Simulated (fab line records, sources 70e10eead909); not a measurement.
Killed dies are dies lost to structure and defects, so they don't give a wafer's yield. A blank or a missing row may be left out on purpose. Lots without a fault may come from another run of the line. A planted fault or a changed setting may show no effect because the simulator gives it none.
A struck lot beside a sound one | flow nand_harc | 14 steps out of a route of 1302
Sound: wafers L350.2, L350.4, L350.6. Struck: wafers L359.3, L359.4, L359.5. The cause comes at the end.
At each step with rows: each side's tool, then ch and its chambers, then its first start. Under that, the readings that differ: sound wafers | struck wafers | difference of the means | sigmas: that difference in standard deviations of wafers without a fault.
alike: readings whose means differ by less than 2 such deviations, and words and numbers that are the same on both sides. not compared: withheld readings, readings that some wafer has no value for, bounds like >300 that may hide the same value, and numbers for which the record gives no deviation and whose values overlap.
The two part at a step that has a row with sigmas, a row that says differs or no value, or rows on one side only. Numbers that don't overlap but have no deviation are shown without sigmas and don't part them. A reading that every wafer of one side lacks parts them only if that side has two wafers or more.

first, 4 steps without rows for these wafers: NHARC_P_BONDPAD_EBR_05; NHARC_P_BONDPAD_EXPOSE_06 (exposes mask P BPAD); NHARC_P_BONDPAD_PEB_07 (peb time 80 s); NHARC_P_BONDPAD_DEVELOP_08 (time 50 s).
NHARC_P_BONDPAD_CD_MEAS_09: target cd 500 nm.
  sound on cd_sem-03 ch 0, day 8 00:43; struck on cd_sem-01 ch 0, day 11 13:32
  alike: cd_nm
NHARC_P_BONDPAD_OVL_MEAS_38:
  sound on overlay-01, day 8 00:47; struck on overlay-02, day 11 13:38
  reading           | sound       | struck      | difference | sigmas
  overlay_x_nm (nm) | -10 -10 -10 | 5 5 5       | +15        | +3
  overlay_y_nm (nm) | 3 3 3       | -10 -10 -10 | -13        | -2
then, 1 step without rows for these wafers: NHARC_P_BONDPAD_HARDBAKE_10 (time 65 s).
NHARC_P_BONDPAD_DESCUM_11: chemistry O2, time 3 s.
  sound on rie_diel-02 ch 0,2, day 8 00:55; struck on rie_diel-02 ch 1,2,3, day 11 13:46
  alike: drypump_motor_current_A, mfc_ar_sccm, oes_product_au, rf_vpp_V, showerhead_plenum_p_Torr, throttle_valve_pct
  not compared: rf_hours_counter_h
NHARC_P_BONDPAD_ETCH_37: etches the open film in N2/H2, target depth 60 nm, overetch 18 nm, time 65.91 s.
  sound on rie_diel-02 ch 1,2, day 8 01:01; struck on rie_diel-02 ch 1,2,3, day 11 13:51
  alike: bias_w, chamber_pressure_mTorr, drypump_motor_current_A, mfc_ar_sccm, oes_product_au, rf_vpp_V, showerhead_plenum_p_Torr, throttle_valve_pct
  not compared: rf_hours_counter_h
NHARC_P_BONDPAD_ETCH_12: etches the open film in CHF3/O2, target depth 200 nm, time 100 s.
  sound on rie_diel-02 ch 0,1,3; struck on rie_diel-02 ch 0,1,2
  alike: bias_w, chamber_pressure_mTorr, drypump_motor_current_A, mfc_ar_sccm, oes_product_au, rf_vpp_V, showerhead_plenum_p_Torr, throttle_valve_pct
  not compared: rf_hours_counter_h
NHARC_P_BONDPAD_CD_MEAS_13:
  sound on cd_sem-03, day 8 01:14; struck on cd_sem-03, day 11 14:05
  alike: cd_nm
NHARC_P_BONDPAD_STRIP_15: strips in O2.
  sound on rie_diel-09 ch 0,3, day 8 01:19; struck on rie_diel-11 ch 0,1,3, day 11 14:10
  alike: drypump_motor_current_A, mfc_ar_sccm, oes_product_au, rf_vpp_V, showerhead_plenum_p_Torr, throttle_valve_pct
  not compared: rf_hours_counter_h
NHARC_P_BONDPAD_ETCH_24: etches the open film in CF4/N2, target depth 30 nm, time 72.99 s.
  sound on rie_diel-09 ch 0,2,3, day 8 01:28; struck on rie_diel-11 ch 0,3, day 11 14:19
  no value came back on the struck wafers for any of 8 readings (bias_w (W), cf4_flow_sccm (sccm) and others); on the sound wafers bias_w (W) reads 100.2 99.5 99.9
  not compared: rf_hours_counter_h
then, 1 step without rows for these wafers: NHARC_P_BONDPAD_STRIP_16 (strips in post etch residue remover, time 600 s).

WHERE THEY PART
First at NHARC_P_BONDPAD_OVL_MEAS_38; last, within this record, at NHARC_P_BONDPAD_ETCH_24.

WHY: what the simulator had put in
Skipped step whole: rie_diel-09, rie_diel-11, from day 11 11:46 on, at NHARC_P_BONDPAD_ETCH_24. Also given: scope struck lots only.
